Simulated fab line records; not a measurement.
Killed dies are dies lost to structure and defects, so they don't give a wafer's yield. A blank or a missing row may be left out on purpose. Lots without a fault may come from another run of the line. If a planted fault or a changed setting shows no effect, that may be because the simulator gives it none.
fab line records | flow n5_finfet
record: lots: 12 | wafers: 31 | last_day: 17
route steps=1938 shown BEOL_M7@1266 BEOL_M8@1333 PASSIVATION@1936
lots that met no fault: from a run of the same line without faults
start_h: hours from the record's opening day to when the first of the lot's shown wafers began | wait_h: time in hours since the lot's previous step | " repeats the value in the row above | L1.1+2: a row that stands for several wafers | - no value present, or no start provided | * or withheld: withheld | < > ~ a bound
route shown NAME@n: names a module that has steps shown in the file, with the first one's number in the route | usual: mean/standard deviation taken from wafers without a fault | same: alike in all rows | chamber/n: place in a boat | sites: per-site readings | _std_site: the standard deviation of these | _edge_site: the outer-site mean with the inner-site mean subtracted | radius_mm: for every site, how far away it sits from the centre of the wafer | mask NAME#n: copy n | behind: tool/chamber where the wafer was last shaped | hold: the reason the lot was held/the length of the hold in hours/how it ended | device: names the non-switching transistor (n, p or np) | end of line: the same wafers' tests at the end of the route | a step without rows: its recipe alone | killed: at the first sort, the dies lost to defects and structure; wafer yield is something else | map: shows each die of a wafer: x if killed, . if not, _ if none is there
set.NAME: the setting as run; set.NAME@STEP: as run at that earlier step | model.NAME: the simulator's own value behind a step, which no gauge read
a sample of lots followed through the steps of the route, with each step as a table and each wafer as a row
services: a tool's chamber out of use, with start hour (start_h, from the record's first day; less than 0 if before it), hours out, and reason
== steps ==
step: N5_BEOL_M7_PECVD_70
recipe: material: SiO2 | target_thk_a: 200 | temp_c: 400 | precursor: TEOS/O2 | pressure_torr: 5.5 | rf_w: 450 | teos_flow_sccm: 53.8 | gas: O2 | flow_sccm: 3000 | time_s: 22.7
usual: heater_power_w: 760/81 | showerhead_plenum_p_Torr: 8.74/0.045 | throttle_valve_pct: 22.7/1.3
lot.wafer | tool     | chamber | start_h | wait_h | heater_power_w | showerhead_plenum_p_Torr | throttle_valve_pct
L419.2    | pecvd-02 | 1       | 179.08  | 0.0    | 828            | 8.84                     | 23.3
L419.3    | "        | 0       | "       | "      | 779            | 8.69                     | 22.2
L420.3    | pecvd-04 | 0       | 183.05  | 0.0    | 640            | 8.64                     | 22.6
L420.5    | "        | 0       | "       | "      | 627            | 8.67                     | 22.5
L420.6    | "        | 2       | "       | "      | 780            | 8.71                     | 20.5
L422.2    | pecvd-03 | 0       | 197.67  | 0.0    | 870            | 8.72                     | 23.5
L422.5    | "        | 2       | "       | "      | 673            | 8.74                     | 21.9
L422.6    | "        | 1       | "       | "      | 847            | 8.72                     | 23.3
L425.1    | pecvd-04 | 0       | 215.22  | 0.0    | 695            | 8.66                     | 22.8
L425.4    | "        | 0       | "       | "      | 722            | 8.63                     | 22.7
L425.5    | "        | 2       | "       | "      | 771            | 8.73                     | 20.5
L426.4    | pecvd-03 | 2       | 225.37  | 0.1    | 677            | 8.73                     | 21.6
L426.6    | "        | 1       | "       | "      | 863            | 8.75                     | 23.2
L429.3    | pecvd-03 | 0       | 233.92  | 0.0    | 748            | 8.74                     | 23.5
L429.4    | "        | 1       | "       | "      | 846            | 8.74                     | 23.3
L429.5    | "        | 2       | "       | "      | 725            | 8.72                     | 21.6
L432.3    | pecvd-03 | 1       | 260.78  | 0.0    | 808            | 8.75                     | 23.2
L432.5    | "        | 0       | "       | "      | 820            | 8.75                     | 23.4
L435.1    | pecvd-03 | 2       | 266.47  | 0.0    | 651            | 8.72                     | 21.8
L435.4    | "        | 2       | "       | "      | 645            | 8.71                     | 21.8
L435.6    | "        | 2       | "       | "      | 658            | 8.69                     | 21.8
L436.1    | pecvd-03 | 0       | 274.46  | 0.0    | 777            | 8.76                     | 23.3
L436.6    | "        | 2       | "       | "      | 613            | 8.71                     | 22.0
L434.1    | pecvd-02 | 1       | 277.11  | 0.0    | 723            | 8.84                     | 23.3
L434.4    | "        | 0       | "       | "      | 743            | 8.70                     | 22.8
L434.6    | "        | 1       | "       | "      | 746            | 8.86                     | 23.2
L437.2    | pecvd-03 | 0       | 280.91  | 0.0    | 888            | 8.74                     | 23.4
L437.6    | "        | 1       | "       | "      | 854            | 8.74                     | 23.2
L442.2    | pecvd-02 | 0       | 327.68  | 0.0    | 796            | 8.69                     | 22.7
L442.3    | "        | 2       | "       | "      | 649            | 8.75                     | 20.8
L442.6    | "        | 2       | "       | "      | 671            | 8.79                     | 20.6
step: N5_BEOL_M7_PRE_CLEAN_45
recipe: gas: H2/He | time_s: 30 | temp_c: 250
usual: heater_power_w: 331/24
lot.wafer | tool           | chamber | start_h | wait_h | heater_power_w
L419.2    | pvd_sputter-02 | -       | 182.47  | 0.0    | 312
L419.3    | "              | -       | "       | "      | 341
L420.3    | pvd_sputter-02 | -       | 187.26  | 0.0    | 319
L420.5    | "              | -       | "       | "      | 310
L420.6    | "              | -       | "       | "      | 313
L422.2    | pvd_sputter-03 | -       | 205.85  | 0.0    | 330
L422.5    | "              | -       | "       | "      | 302
L422.6    | "              | -       | "       | "      | 344
L425.1    | pvd_sputter-01 | -       | 218.53  | 0.0    | 356
L425.4    | "              | -       | "       | "      | 324
L425.5    | "              | -       | "       | "      | 365
L426.4    | pvd_sputter-03 | -       | 228.73  | 0.0    | 337
L426.6    | "              | -       | "       | "      | 372
L429.3    | pvd_sputter-01 | -       | 237.18  | 0.0    | 367
L429.4    | "              | -       | "       | "      | 298
L429.5    | "              | -       | "       | "      | 325
L432.3    | pvd_sputter-03 | -       | 263.54  | 0.0    | 358
L432.5    | "              | -       | "       | "      | 361
L435.1    | pvd_sputter-01 | -       | 271.78  | 0.0    | 325
L435.4    | "              | -       | "       | "      | 358
L435.6    | "              | -       | "       | "      | 294
L436.1    | pvd_sputter-01 | -       | 278.56  | 0.0    | 325
L436.6    | "              | -       | "       | "      | 329
L434.1    | pvd_sputter-02 | -       | 280.58  | 0.0    | 310
L434.4    | "              | -       | "       | "      | 364
L434.6    | "              | -       | "       | "      | 353
L437.2    | pvd_sputter-01 | -       | 286.33  | 0.0    | 343
L437.6    | "              | -       | "       | "      | 329
L442.2    | pvd_sputter-03 | -       | 331.89  | 0.0    | 358
L442.3    | "              | -       | "       | "      | 350
L442.6    | "              | -       | "       | "      | 333
step: N5_BEOL_M7_CMP_52
recipe: stop_on: SiCOH_lowk | t_overpolish_s: 6.9 | down_force_psi: 1 | platen_rpm: 50 | clearing_platen_down_force_psi: 1.5 | clearing_platen_rpm: 50 | post_cmp_clean: cu_alkaline | target_thk_nm: 80 | clearing_platen_pad_velocity_m_s: 0.99484 | pad_velocity_m_s: 0.99484
usual: barrier_field_endpoint_s: 28.9/0.87 | edge_zone_pressure_frac: 1.000/0.0056 | head_pressure_psi: 0.9998/0.0022 | motor_current_A: 5.8/0.66
lot.wafer | tool   | chamber | start_h | wait_h | barrier_field_endpoint_s | edge_zone_pressure_frac | head_pressure_psi | motor_current_A
L419.2    | cmp-02 | 2       | 184.05  | 0.6    | 29.3                     | 1.000                   | 0.9987            | 5.1
L419.3    | "      | 3       | "       | "      | 29.5                     | 1.006                   | 1.0018            | 6.2
L420.3    | cmp-01 | 3       | 188.58  | 0.2    | 29.0                     | 0.997                   | 0.9988            | 5.8
L420.5    | "      | 1       | "       | "      | 28.9                     | 1.000                   | 1.0008            | 6.0
L420.6    | "      | 2       | "       | "      | 30.4                     | 0.994                   | 1.0035            | 7.2
L422.2    | cmp-03 | 0       | 208.76  | 0.2    | 28.3                     | 1.008                   | 0.9979            | 5.2
L422.5    | "      | 3       | "       | "      | 28.5                     | 0.995                   | 1.0042            | 5.8
L422.6    | "      | 0       | "       | "      | 29.0                     | 1.007                   | 0.9968            | 5.0
L425.1    | cmp-02 | 0       | 219.82  | 0.3    | 27.5                     | 0.999                   | 1.0013            | 6.2
L425.4    | "      | 2       | "       | "      | 29.1                     | 0.998                   | 0.9985            | 5.6
L425.5    | "      | 1       | "       | "      | 28.2                     | 1.004                   | 0.9992            | 4.8
L426.4    | cmp-02 | 0       | 231.02  | 0.1    | 28.6                     | 0.999                   | 1.0015            | 6.2
L426.6    | "      | 1       | "       | "      | 29.0                     | 0.989                   | 0.9956            | 5.2
L429.4    | cmp-02 | 2       | 238.62  | 0.2    | 29.8                     | 1.000                   | 0.9983            | 5.2
L429.3    | "      | 0       | "       | "      | 28.0                     | 1.004                   | 1.0040            | 5.9
L429.5    | "      | 2       | "       | "      | 28.7                     | 0.998                   | 0.9996            | 5.1
L432.3    | cmp-01 | 1       | 264.94  | 0.2    | 28.3                     | 1.003                   | 1.0002            | 5.9
L432.5    | "      | 3       | "       | "      | 30.3                     | 0.992                   | 0.9992            | 5.9
L435.1    | cmp-02 | 2       | 273.55  | 0.3    | 29.3                     | 0.993                   | 1.0021            | 5.5
L435.4    | "      | 3       | "       | "      | 29.0                     | 0.999                   | 0.9982            | 6.0
L435.6    | "      | 0       | "       | "      | 33.8                     | 0.995                   | 1.0000            | 6.1
L436.1    | cmp-02 | 1       | 280.94  | 0.3    | 28.9                     | 1.004                   | 0.9970            | 5.0
L436.6    | "      | 1       | "       | "      | 35.1                     | 1.007                   | 0.9980            | 5.0
L434.1    | cmp-01 | 1       | 283.05  | 0.3    | 28.7                     | 0.995                   | 0.9975            | 5.7
L434.4    | "      | 0       | "       | "      | 28.0                     | 1.000                   | 0.9982            | 5.7
L434.6    | "      | 1       | "       | "      | 29.6                     | 0.999                   | 0.9993            | 6.0
L437.2    | cmp-02 | 3       | 287.87  | 0.2    | 29.8                     | 0.990                   | 0.9989            | 6.3
L437.6    | "      | 3       | "       | "      | 37.6                     | 1.001                   | 0.9969            | 6.7
L442.2    | cmp-03 | 3       | 333.08  | 0.2    | 27.7                     | 1.003                   | 1.0029            | 5.8
L442.3    | "      | 2       | "       | "      | 29.2                     | 1.002                   | 1.0018            | 6.3
L442.6    | "      | 0       | "       | "      | 28.9                     | 0.995                   | 0.9978            | 5.5
step: N5_BEOL_M7_DEP_56
recipe: material: SiCN | target_thk_a: 100 | temp_c: withheld | precursor: 3MS/NH3 | pressure_torr: 3 | rf_w: 202 | time_s: 17.5
usual: showerhead_plenum_p_Torr: 3.656/0.012 | throttle_valve_pct: 9.2/0.61
lot.wafer | tool     | chamber | start_h | wait_h | showerhead_plenum_p_Torr | throttle_valve_pct
L419.2    | pecvd-03 | 0       | 184.34  | 0.0    | 3.658                    | 9.5
L419.3    | "        | 0       | "       | "      | 3.650                    | 9.5
L420.3    | pecvd-02 | 1       | 188.89  | 0.0    | 3.675                    | 9.5
L420.5    | "        | 2       | "       | "      | 3.673                    | 8.9
L420.6    | "        | 1       | "       | "      | 3.681                    | 9.5
L422.2    | pecvd-03 | 2       | 209.09  | 0.0    | 3.655                    | 8.7
L422.5    | "        | 2       | "       | "      | 3.650                    | 8.5
L422.6    | "        | 0       | "       | "      | 3.646                    | 9.5
L425.1    | pecvd-03 | 2       | 220.18  | 0.0    | 3.645                    | 9.1
L425.4    | "        | 1       | "       | "      | 3.654                    | 9.3
L425.5    | "        | 2       | "       | "      | 3.652                    | 8.7
L426.4    | pecvd-02 | 0       | 231.41  | 0.0    | 3.655                    | 8.8
L426.6    | "        | 1       | "       | "      | 3.679                    | 9.4
L429.3    | pecvd-02 | 0       | 238.94  | 0.0    | 3.652                    | 9.2
L429.4    | "        | 1       | "       | "      | 3.678                    | 9.7
L429.5    | "        | 2       | "       | "      | 3.661                    | 8.4
L432.3    | pecvd-03 | 1       | 265.22  | 0.0    | 3.659                    | 9.4
L432.5    | "        | 2       | "       | "      | 3.652                    | 8.8
L435.1    | pecvd-04 | 0       | 273.83  | 0.0    | 3.632                    | 9.2
L435.4    | "        | 2       | "       | "      | 3.660                    | 8.5
L435.6    | "        | 1       | "       | "      | 3.673                    | 10.2
L436.1    | pecvd-02 | 0       | 281.30  | 0.0    | 3.653                    | 9.2
L436.6    | "        | 1       | "       | "      | 3.672                    | 9.2
L434.1    | pecvd-04 | 0       | 283.40  | 0.0    | 3.648                    | 9.2
L434.4    | "        | 2       | "       | "      | 3.662                    | 8.5
L434.6    | "        | 0       | "       | "      | 3.629                    | 9.2
L437.2    | pecvd-04 | 1       | 288.23  | 0.0    | 3.667                    | 10.4
L437.6    | "        | 0       | "       | "      | 3.633                    | 9.2
L442.2    | pecvd-03 | 0       | 333.44  | 0.0    | 3.658                    | 9.2
L442.3    | "        | 1       | "       | "      | 3.662                    | 9.5
L442.6    | "        | 2       | "       | "      | 3.654                    | 8.9
step: N5_BEOL_M8_CURE_74
recipe: temp_c: 385 | time_s: 240 | ambient: He/Ar | material: SiCOH_lowk
usual: lamp_power_pct: 52.31/0.052 | wafer_temp_C_max: 386.7/0.75
lot.wafer | tool       | chamber | start_h | wait_h | lamp_power_pct | wafer_temp_C_max
L419.2    | uv_cure-02 | 0       | 184.64  | 0.1    | 52.33          | 386.7
L419.3    | "          | 0       | "       | "      | 52.32          | 386.9
L420.3    | uv_cure-01 | 2       | 189.26  | 0.2    | 52.29          | 387.4
L420.5    | "          | 2       | "       | "      | 52.33          | 387.9
L420.6    | "          | 2       | "       | "      | 52.50          | 387.4
L422.2    | uv_cure-02 | 0       | 209.41  | 0.1    | 52.22          | 386.9
L422.5    | "          | 0       | "       | "      | 52.24          | 387.4
L422.6    | "          | 0       | "       | "      | 52.27          | 387.4
L425.1    | uv_cure-03 | 0       | 220.37  | 0.0    | 52.25          | 386.3
L425.4    | "          | 0       | "       | "      | 52.31          | 386.4
L425.5    | "          | 0       | "       | "      | 52.37          | 386.3
L426.4    | uv_cure-03 | 2       | 231.85  | 0.3    | 52.36          | 388.1
L426.6    | "          | 2       | "       | "      | 52.29          | 387.5
L429.3    | uv_cure-01 | 2       | 239.59  | 0.5    | 52.37          | 387.1
L429.4    | "          | 2       | "       | "      | 52.35          | 386.8
L429.5    | "          | 2       | "       | "      | 52.40          | 386.7
L432.3    | uv_cure-02 | 0       | 265.60  | 0.2    | 52.28          | 386.7
L432.5    | "          | 0       | "       | "      | 52.26          | 387.3
L435.1    | uv_cure-02 | 2       | 274.18  | 0.2    | 52.25          | 386.2
L435.4    | "          | 2       | "       | "      | 52.26          | 387.0
L435.6    | "          | 2       | "       | "      | 52.26          | 386.8
L436.1    | uv_cure-02 | 2       | 281.50  | 0.0    | 52.33          | 386.5
L436.6    | "          | 2       | "       | "      | 52.32          | 386.7
L434.1    | uv_cure-01 | 2       | 283.61  | 0.0    | 52.31          | 387.0
L434.4    | "          | 2       | "       | "      | 52.25          | 387.8
L434.6    | "          | 2       | "       | "      | 52.30          | 387.7
L437.2    | uv_cure-02 | 0       | 288.59  | 0.2    | 52.22          | 386.4
L437.6    | "          | 0       | "       | "      | 52.28          | 386.4
L442.2    | uv_cure-02 | 0       | 333.74  | 0.1    | 52.37          | 387.0
L442.3    | "          | 0       | "       | "      | 52.30          | 386.8
L442.6    | "          | 0       | "       | "      | 52.27          | 387.0
step: N5_PASSIVATION_PROBE_49
usual: defect_limited_yield: 91.5/1.5 | killed_at_M0_to_M3: 32/9.4 | killed_at_M4_up: 12/5.1 | killed_at_contacts: 11/7.4 | killed_at_front_end: 41/11 | killed_at_other: 3.4/2.5 | killed_dies: 100/17 | killed_open: 65/14 | killed_short: 33/7 | sort_bin_4_leakage: 0.00/0.01 | sort_bin_5_function: 4.9/0.96 | sort_bin_6_memory: 3.1/0.7 | sort_bin_8_speed: 0.00/0.01 | sort_n_pass: 1080/17 | sort_yield_pct: 91.5/1.5
same: gross_dies: 1180 | killed_at_back_side: 0
lot.wafer | tool      | chamber | start_h | wait_h | defect_limited_yield[%] | killed_at_M0_to_M3 | killed_at_M4_up | killed_at_contacts | killed_at_front_end | killed_at_other | killed_dies | killed_open | killed_short | sort_bin_4_leakage[%] | sort_bin_5_function[%] | sort_bin_6_memory[%] | sort_bin_8_speed[%] | sort_n_pass | sort_yield_pct[%]
L429.3    | prober-02 | -       | 305.21  | 0.1    | 88.7                    | 40                 | 15              | 6                  | 71                  | 1               | 133         | 99          | 34           | 0                     | 7.1                    | 3.6                  | 0                   | 1047        | 88.7
L429.4    | prober-02 | -       | 305.26  | 0.2    | 90.3                    | 49                 | 23              | 11                 | 29                  | 2               | 114         | 74          | 40           | 0                     | 6.6                    | 2.9                  | 0                   | 1066        | 90.3
L429.5    | prober-02 | -       | 305.31  | 0.2    | 89.3                    | 46                 | 7               | 4                  | 69                  | 0               | 126         | 89          | 33           | 0                     | 5.8                    | 4.2                  | 0                   | 1054        | 89.3
L432.5    | prober-01 | -       | 326.59  | 0.2    | 91.0                    | 28                 | 9               | 5                  | 60                  | 4               | 106         | 75          | 31           | 0                     | 4.7                    | 3.9                  | 0                   | 1074        | 91.0
L436.6    | prober-02 | -       | 351.24  | 0.3    | 90.9                    | 30                 | 29              | 11                 | 24                  | 13              | 107         | 65          | 41           | 0                     | 5.4                    | 3.3                  | 0                   | 1073        | 90.9
killed by level:class
L429.3 FIN_SAQP:geometric_particle:open=24 BEOL_M1:geometric_particle:open=12 STI_FIN_REVEAL:geometric_particle:open=11 BEOL_M2:geometric_particle:open=9 FIN_SAQP:geometric_particle:short=7 STI_FIN_REVEAL:geometric_particle:short=7 BEOL_M0_SAQP:geometric_particle:open=7 GATE_CUT:geometric_particle:open=6
L429.4 BEOL_M0_SAQP:geometric_particle:open=14 BEOL_M0_SAQP:geometric_particle:short=13 BEOL_M4:geometric_particle:open=13 BEOL_M2:geometric_particle:open=10 FIN_SAQP:geometric_particle:open=9 MOL_CONTACT_COAG:geometric_particle:open=7 STI_FIN_REVEAL:geometric_particle:open=5 BEOL_M5:geometric_particle:open=5
L429.5 BEOL_M2:geometric_particle:open=22 FIN_SAQP:geometric_particle:open=20 FIN_SAQP:geometric_particle:short=14 BEOL_M0_SAQP:geometric_particle:open=8 BEOL_M1:geometric_particle:open=7 GATE_CUT:geometric_particle:short=7 STI_FIN_REVEAL:geometric_particle:open=6 DUMMY_GATE:geometric_particle:open=5
L432.5 FIN_SAQP:geometric_particle:open=19 STI_FIN_REVEAL:geometric_particle:open=17 FIN_SAQP:geometric_particle:short=11 BEOL_M0_SAQP:geometric_particle:open=9 BEOL_M3:geometric_particle:open=6 STI_FIN_REVEAL:geometric_particle:short=5 BEOL_M0_SAQP:geometric_particle:short=5 BEOL_M4:geometric_particle:open=5
L436.6 BEOL_M4:geometric_particle:open=14 MOL_CONTACT_COAG:geometric_particle:open=9 BEOL_M0_SAQP:geometric_particle:open=6 BEOL_M1:geometric_particle:open=5 PAD_METAL:geometric_particle:short=5 FIN_SAQP:geometric_particle:short=4 GATE_CUT:geometric_particle:short=4 MIM_TOP:geometric_particle:short=4
== services ==
tool       | chamber | start_h | hours | kind
pecvd-04   | -       | 157.10  | 2.5   | repair
pecvd-04   | -       | 166.30  | 2.6   | repair
cmp-01     | -       | 167.23  | 2.6   | repair
uv_cure-02 | -       | 170.79  | 3.4   | pm
pecvd-03   | -       | 171.75  | 3.1   | repair
uv_cure-01 | -       | 173.92  | 6.1   | repair
cmp-01     | -       | 176.94  | 11.4  | pm
pecvd-02   | 0       | 180.51  | 9.0   | repair
cmp-02     | -       | 188.39  | 11.7  | pm
pecvd-02   | -       | 191.19  | 0.5   | repair
cmp-02     | -       | 200.59  | 4.0   | pm
pecvd-03   | 1       | 206.10  | 6.1   | repair
uv_cure-01 | -       | 206.49  | 1.1   | repair
uv_cure-01 | -       | 210.54  | 8.8   | repair
uv_cure-01 | -       | 219.35  | 2.1   | pm
uv_cure-01 | -       | 221.48  | 1.0   | pm
cmp-02     | -       | 237.54  | 0.3   | repair
pecvd-04   | -       | 238.23  | 0.5   | repair
pecvd-02   | -       | 250.62  | 2.8   | pm
pecvd-04   | 0       | 251.52  | 12.3  | repair
pecvd-03   | -       | 271.33  | 1.2   | repair
pecvd-02   | -       | 290.31  | 6.1   | repair
pecvd-02   | 1       | 298.53  | 6.5   | repair
pecvd-04   | -       | 323.14  | 1.8   | repair
== key ==
first_sign: step: N5_BEOL_M7_CMP_52 | reading: barrier_field_endpoint_s | direction: up | sigmas: 7.5 | usual: 28.9 | struck: 35.5
effect none on later readings
met_at N5_BEOL_M7_PECVD_70
struck_lots L435,L436,L437
struck_wafers L435.6,L436.6,L437.6
not_acting_at N5_BEOL_M7_PRE_CLEAN_45,N5_BEOL_M7_DEP_56,N5_BEOL_M8_CURE_74
onset_between 260.78 266.47
fault: kind: process_parameter_drift | tool: pecvd-03 | chamber: - | onset_h: 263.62 | steps: N5_BEOL_M7_PECVD_70 | channel: time_s | offset: * | shape: step | end_h: 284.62 | scope: struck_wafers_only | acts_in: * | stated: *
